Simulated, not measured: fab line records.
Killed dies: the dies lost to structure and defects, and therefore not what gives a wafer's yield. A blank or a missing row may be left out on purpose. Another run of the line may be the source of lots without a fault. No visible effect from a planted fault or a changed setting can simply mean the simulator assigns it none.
Which of the tools did it?    flow n5_finfet    9 lots, 27 wafers sampled, at 5 steps of a route of 1938

== WHAT EACH GAUGE READ, for each wafer ==
N5_BEOL_M4_RC_MEAS_101.
lot   measured      on         RS_PWELL (ohm/sq)
L924  day 8 03:10   prober-01  3034 3013 3016
L925  day 8 15:29   prober-01  3003 3008 2987
L928  day 9 09:45   prober-02  2999 2986 3001
L929  day 9 16:14   prober-02  2988 2961 3018
L932  day 11 00:24  prober-02  3161 3172 3134
L935  day 11 08:19  prober-02  3118 3153 3131
L942  day 12 21:46  prober-02  3000 3001 3026
L943  day 13 02:41  prober-02  3040 3040 3030
L945  day 13 22:22  prober-02  2990 2976 2992

== WHICH TOOL RAN EACH LOT (tool, then ch and the chambers of the sampled wafers, then the start) ==
lot   N5_ZERO_LAYER_STRIP_24               N5_WELL_APT_DESCUM_30              N5_WELL_APT_IMPLANT_31          N5_PMOS_HMC_CHANNEL_EPI_STRIP_33
L924  plasma_asher-01 ch 0,1, day 1 19:12  rie_diel-05 ch 0,1,3, day 1 21:44  implanter-01 ch 0, day 1 21:50  rie_diel-04 ch 0,1,2, day 2 00:02
L925  plasma_asher-02 ch 0,1, day 2 01:02  rie_diel-01 ch 1,2, day 2 03:01    implanter-01 ch 0, day 2 03:10  rie_diel-04 ch 0,2, day 2 05:20
L928  plasma_asher-02 ch 0,1, day 2 19:09  rie_diel-02 ch 1,2, day 2 21:52    implanter-01 ch 0, day 2 21:59  rie_diel-04 ch 0,3, day 3 00:27
L929  plasma_asher-01 ch 0,1, day 3 00:59  rie_diel-02 ch 0,1, day 3 02:52    implanter-02 ch 0, day 3 02:58  rie_diel-06 ch 0,1,2, day 3 05:37
L932  plasma_asher-02 ch 0,1, day 3 18:53  rie_diel-02 ch 0,1, day 3 23:28    implanter-01 ch 0, day 3 23:35  rie_diel-06 ch 0,1,3, day 4 01:50
L935  plasma_asher-02 ch 0,1, day 4 12:58  rie_diel-02 ch 0,2,3, day 4 14:56  implanter-01 ch 0, day 4 15:05  rie_diel-06 ch 0,1, day 4 17:59
L942  plasma_asher-02 ch 0,1, day 6 06:53  rie_diel-01 ch 2,3, day 6 09:08    implanter-02 ch 0, day 6 09:14  rie_diel-06 ch 2,3, day 6 12:30
L943  plasma_asher-02 ch 0,1, day 6 15:50  rie_diel-02 ch 0,1,2, day 6 17:46  implanter-02 ch 0, day 6 17:52  rie_diel-03 ch 2,3, day 6 20:05
L945  plasma_asher-01 ch 0,1, day 7 00:53  rie_diel-02 ch 0,2,3, day 7 02:46  implanter-02 ch 0, day 7 02:52  rie_diel-04 ch 0,2,3, day 7 05:54
- N5_ZERO_LAYER_STRIP_24: strips in O2.
- N5_WELL_APT_DESCUM_30: chemistry O2, time 7.9 s.
- N5_WELL_APT_IMPLANT_31
- N5_PMOS_HMC_CHANNEL_EPI_STRIP_33: strips in N2/H2.

== THE ANSWER, worked out from the rows above alone ==
Rule: the usual values come from the lots themselves. The widest of any qualifying gaps counts: lots, ordered by their means at a reading, are off when they make up no more than a third of the lots, leave a main group of 4 or more, and stand apart from it by 3 or more times the standard deviation of that group's means. A main group is skipped when, at the precision printed for the reading in the tables above, its means are all equal. Also off: a lot with no number at a reading for which 4 or more lots have one. Any other lot the step has rows for is counted as sound.
Off: L932, L935, at N5_BEOL_M4_RC_MEAS_101 (RS_PWELL). The main group has a mean of 3005 ohm/sq with a standard deviation of 17.
A tool fits if, at a process step before that reading, it ran every lot that is off, and no sound lot after the first of them. Those tools and the gauges at N5_BEOL_M4_RC_MEAS_101 are tried in the same way. One candidate fits, namely implanter-01 at N5_WELL_APT_IMPLANT_31. A fault onset in the window from L928 (day 2 21:59, its last sound lot) to L932 (day 3 23:35, its first lot off) fits.

== WHAT THE SIMULATOR PUT IN ==
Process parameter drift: implanter-01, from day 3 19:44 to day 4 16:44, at N5_WELL_APT_IMPLANT_31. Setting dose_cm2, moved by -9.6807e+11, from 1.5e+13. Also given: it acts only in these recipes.
Shown lots that were struck: L932, L935. This agrees with what the rule above found.
